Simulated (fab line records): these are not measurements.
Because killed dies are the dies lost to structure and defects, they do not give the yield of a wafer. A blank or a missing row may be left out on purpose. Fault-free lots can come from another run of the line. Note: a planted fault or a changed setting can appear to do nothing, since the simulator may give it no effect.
Chamber matching | flow n5-finfet | rie-diel-02 running N5_BEOL_M3_STRIP_66: 4 sister chambers
The step strips in CF4. 14 wafers are shown with their chamber, then 7 later ones without.

WAFERS PAIRED WITH THEIR CHAMBERS
wafer  | chamber | showerhead-plenum-p-Torr (Torr) | drypump-motor-current-A (A) | throttle-valve-pct (%)
L076.3 | 0       | 1.86                            | 6.1                         | 13.26
L076.5 | 2       | 1.74                            | 5.0                         | 13.53
L076.6 | 3       | 1.84                            | 4.9                         | 13.89
L078.1 | 1       | 1.77                            | 5.8                         | 14.06
L078.4 | 2       | 1.74                            | 5.1                         | 13.56
L078.5 | 1       | 1.76                            | 5.8                         | 14.07
L079.1 | 0       | 1.86                            | 6.1                         | 13.27
L079.4 | 0       | 1.86                            | 6.1                         | 13.27
L079.6 | 3       | 1.84                            | 4.9                         | 13.88
L081.3 | 1       | 1.76                            | 5.8                         | 14.09
L081.5 | 3       | 1.84                            | 4.9                         | 13.89
L081.6 | 0       | 1.86                            | 6.1                         | 13.27
L091.1 | 2       | 1.74                            | 5.1                         | 13.59
L091.2 | 1       | 1.76                            | 5.8                         | 13.50

SIGNATURES, as means of the wafers listed above
reading                  | chamber 0 | chamber 1 | chamber 2 | chamber 3 | scatter within a chamber
showerhead-plenum-p-Torr | 1.8600    | 1.7625    | 1.7400    | 1.8400    | 0.00274
drypump-motor-current-A  | 6.100     | 5.800     | 5.067     | 4.900     | 0.0258
throttle-valve-pct       | 13.2675   | 13.9300   | 13.5600   | 13.8867   | 0.158
Rule: for a wafer and a chamber, the distance is found by dividing, reading by reading, the gap between the wafer's reading and the chamber's mean by the reading's scatter, squaring, summing and taking the root. If the next closest chamber is less than 2 further off than the closest, the wafer can't be placed; otherwise it belongs to the closest. The scatter is the square root of a quotient: the sum, over the shown wafers, of each reading's squared deviation from its chamber's mean, divided by wafers minus chambers.

WAFERS MISSING THEIR CHAMBER
wafer  | showerhead-plenum-p-Torr (Torr) | drypump-motor-current-A (A) | throttle-valve-pct (%)
L091.3 | 1.86                            | 6.1                         | 13.30
L093.1 | 1.76                            | 5.8                         | 13.52
L093.5 | 1.85                            | 6.1                         | 13.31
L093.6 | 1.84                            | 4.9                         | 13.93
L096.1 | 1.74                            | 5.1                         | 13.62
L096.3 | 1.84                            | 4.9                         | 13.34
L096.6 | 1.76                            | 5.8                         | 13.56

WHICH CHAMBER EACH WENT THROUGH
wafer  | from the rows above | in truth
L091.3 | 0                   | 0
L093.1 | 1                   | 1
L093.5 | 0                   | 0
L093.6 | 3                   | 3
L096.1 | 2                   | 2
L096.3 | 3                   | 3
L096.6 | 1                   | 1
Correctly placed: 7 of 7. Number that these rows cannot place: 0. Number placed wrongly: 0.
